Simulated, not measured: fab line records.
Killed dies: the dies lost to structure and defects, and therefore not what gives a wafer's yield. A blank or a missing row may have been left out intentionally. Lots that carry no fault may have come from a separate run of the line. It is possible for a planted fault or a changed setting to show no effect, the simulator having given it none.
Comparing a struck lot with a sound one | flow n5_finfet | 15 out of 1938 route steps
Sound: wafers L552.1, L552.3, L552.5. Struck: wafer L563.4. (L563.1 of the same lot was not struck and is left out.) The cause comes at the end.
At each step with rows: each side's tool, then ch and its chambers, then its first start. Under that, the readings that differ: sound wafers | struck wafers | difference of the means | sigmas: that difference in standard deviations of wafers without a fault.
alike: readings whose means differ by less than 2 such deviations, and words and numbers that are the same on both sides. not compared: withheld readings, readings that some wafer has no value for, bounds like >300 that may hide the same value, and numbers for which the record gives no deviation and whose values overlap.
A row with sigmas, a row that says differs or no value, or rows on one side alone: a step with any of these is where the two part. Numbers that don't overlap but have no deviation are shown without sigmas and don't part them. A reading missing from all wafers of one side parts the sides only when that side holds two or more wafers.

N5_BEOL_M10_STRIP_77: strips in N2/H2, time 10 s.
  sound: rie_diel-06 ch 2,3; struck: rie_diel-04 ch 1
  reading                     | sound             | struck | difference | sigmas
  drypump_motor_current_A (A) | 5.6 5.9 5.6       | 6.6    | +0.9       | +2
  h2_flow_sccm (sccm)         | 199.7 199.2 199.5 | 201.5  | +2.0       | +3
  alike: oes_product_au, rf_vpp_V, showerhead_plenum_p_Torr, throttle_valve_pct
  not compared: rf_hours_counter_h
N5_BEOL_M10_OCD_MEAS_38:
  sound on ocd-02 at day 10 10:46; struck on ocd-02 at day 12 16:05
  alike: trench_depth_nm
then, 4 steps without rows for these wafers: N5_BEOL_M10_HM_STRIP_39 (strips TiN in peroxide tin strip, target depth 25 nm, time 158 s); N5_BEOL_M10_SRD_40 (time 30 s); N5_BEOL_M10_PRECLEAN_42 (cleans in residue remover, time 60 s); N5_BEOL_M10_SRD_43 (time 30 s).
N5_BEOL_M10_CD_MEAS_35: the cd target is 70 nm.
  sound on cd_sem-03 at day 10 10:55; struck on cd_sem-01 at day 12 16:14
  alike: cd_nm
then, 1 step without rows for these wafers: N5_BEOL_M10_CURE_72 (cures SiCOH lowk, time 120 s).
N5_BEOL_M10_DEGAS_44: time 60 s.
  sound on pvd_sputter-03 at day 10 11:41; struck on pvd_sputter-01 at day 12 17:51
  alike: heater_power_w
N5_BEOL_M10_PRE_CLEAN_45: time 30 s.
  sound on pvd_sputter-03 at day 10 11:44; struck on pvd_sputter-01 at day 12 17:53
  alike: heater_power_w
then, 1 step without rows for these wafers: N5_BEOL_M10_ALD_74 (deposits TaN, target thk 2 nm, pulse time 2 s, purge time 3 s).
N5_BEOL_M10_SURFACE_TREAT_76:
  sound on pvd_sputter-02 at day 10 12:29; struck on pvd_sputter-01 at day 12 18:15
  not compared: throttle_valve_pct
N5_BEOL_M10_CVD_75: deposits Co from CCTBA/H2, target thk 2 nm, time 138.9 s.
  sound on cvd_co-01 ch 0,1,2, day 10 12:41; struck on cvd_co-02 ch 1, day 12 18:19
  reading          | sound             | struck | difference | sigmas
  run_length_s (s) | 161.7 161.1 160.4 | 126.9  | -34.2      | -70
N5_BEOL_M10_SPUTTER_48: material Cu, target thk 12 nm, time 2 s.
  sound on pvd_sputter-02 at day 10 12:52; struck on pvd_sputter-02 at day 12 18:25
  alike: throttle_valve_pct
N5_PASSIVATION_PROBE_49:
  the record has rows for the struck wafers here (prober-01, day 14 17:44) and none for the sound ones

WHERE THEY PART
Earliest at N5_BEOL_M10_STRIP_77; latest, in this record, at N5_PASSIVATION_PROBE_49.

WHY: the cause the simulator had injected
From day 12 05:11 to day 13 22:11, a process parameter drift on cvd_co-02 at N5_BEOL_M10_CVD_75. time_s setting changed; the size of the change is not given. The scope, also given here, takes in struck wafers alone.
